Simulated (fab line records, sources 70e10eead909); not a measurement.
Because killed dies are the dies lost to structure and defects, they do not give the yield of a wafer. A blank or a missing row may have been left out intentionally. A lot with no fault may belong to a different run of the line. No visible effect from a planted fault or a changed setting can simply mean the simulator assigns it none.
Struck lot and sound lot, side by side -- flow nand_harc -- 13 out of 1159 route steps
Sound: the wafers L865.2, L865.4, L865.6. Struck: wafer L874.1. (L874.5, L874.6 of the same lot were not struck and are left out.) The cause comes at the end.
Per side, at each step with rows, come the tool, then ch with its chambers, and then its first start. Under that, the readings that differ: sound wafers -- struck wafers -- difference of the means -- sigmas: that difference in standard deviations of wafers without a fault.
alike: readings with means less than 2 such deviations apart, plus words and numbers identical on both sides. not compared: withheld readings, readings lacking a value on some wafer, bounds such as >300 that could conceal the same value, and numbers that have no deviation in the record and whose values overlap.
The two part at a step that has a row with sigmas, a row that says differs or no value, or rows on one side only. Non-overlapping numbers with no deviation appear without sigmas and do not part them. A reading that every wafer of one side lacks parts them only if that side has two wafers or more.

NHARC_P_STI_ETCH_42: etches the open film in N2/H2, target depth 80 nm, overetch 24 nm, time 61 s.
  sound on rie_diel-08 ch 0,1, day 4 11:16; struck on rie_diel-06 ch 0, day 6 18:30
  alike: drypump_motor_current_A, oes_product_au, rf_vpp_V, showerhead_plenum_p_Torr, throttle_valve_pct
  not compared: rf_hours_counter_h
NHARC_P_STI_ETCH_31: etches the open film in CF4/CHF3, target depth 108.9 nm, time 54.5 s.
  sound on rie_diel-08 ch 0,1; struck on rie_diel-06 ch 2
reading,sound,struck,difference,sigmas
rf_vpp_V (V),374.4 373.3 370.7,367.1,-5.7,-2
showerhead_plenum_p_Torr (Torr),1.65 1.64 1.64,1.48,-0.16,-2
  alike: drypump_motor_current_A, oes_product_au, throttle_valve_pct
  not compared: rf_hours_counter_h
NHARC_P_STI_ETCH_15: etches the open film in HBr/Cl2, target depth 300 nm, time 100.1 s.
  sound on rie_si-01 ch 0,2, day 4 11:27; struck on rie_si-05 ch 3, day 6 18:43
  alike: drypump_motor_current_A, oes_product_au, throttle_valve_pct
  not compared: rf_hours_counter_h
NHARC_P_STI_CD_MEAS_16:
  sound: cd_sem-01 at day 4 11:37; struck: cd_sem-02 at day 6 18:50
  alike: cd_nm
NHARC_P_STI_OCD_MEAS_17:
  sound: ocd-02 at day 4 11:43; struck: ocd-02 at day 6 18:55
  alike: trench_depth_nm, trench_foot_cd_nm
then, 3 steps without rows for these wafers: NHARC_P_STI_STRIP_19 (strips in SPM, time 900 s); NHARC_P_STI_PRECLEAN_32 (cleans in SC1); NHARC_P_STI_SRD_23.
NHARC_P_STI_OCD_MEAS_43:
  sound: ocd-01 at day 4 12:14; struck: ocd-01 at day 6 19:26
  alike: trench_depth_nm, trench_foot_cd_nm
then, 3 steps without rows for these wafers: NHARC_P_STI_OXIDE_33 (material SiO2, target thk 10 nm, ox time 281 s); NHARC_P_STI_HDPCVD_20 (deposits SiO2); NHARC_P_STI_ANNEAL_34 (time 1800 s).
NHARC_P_STI_CMP_21: polishes, t overpolish 20 s, target thk 380.67 nm.
  sound on cmp-03 ch 0,1,2, day 5 05:47; struck on cmp-01 ch 0, day 7 13:06
reading,sound,struck,difference,sigmas
overpolish_run_s (s),19.997 19.990 20.002,67.449,+47.453,+99 or more
t_overpolish_s (s),20 20 20,67.445,+47.445,
  alike: motor_current_A
  not compared: pad_life_wafers

== WHERE THEY PART ==
Earliest at NHARC_P_STI_ETCH_31; latest, in this record, at NHARC_P_STI_CMP_21.

WHY: the cause the simulator had injected
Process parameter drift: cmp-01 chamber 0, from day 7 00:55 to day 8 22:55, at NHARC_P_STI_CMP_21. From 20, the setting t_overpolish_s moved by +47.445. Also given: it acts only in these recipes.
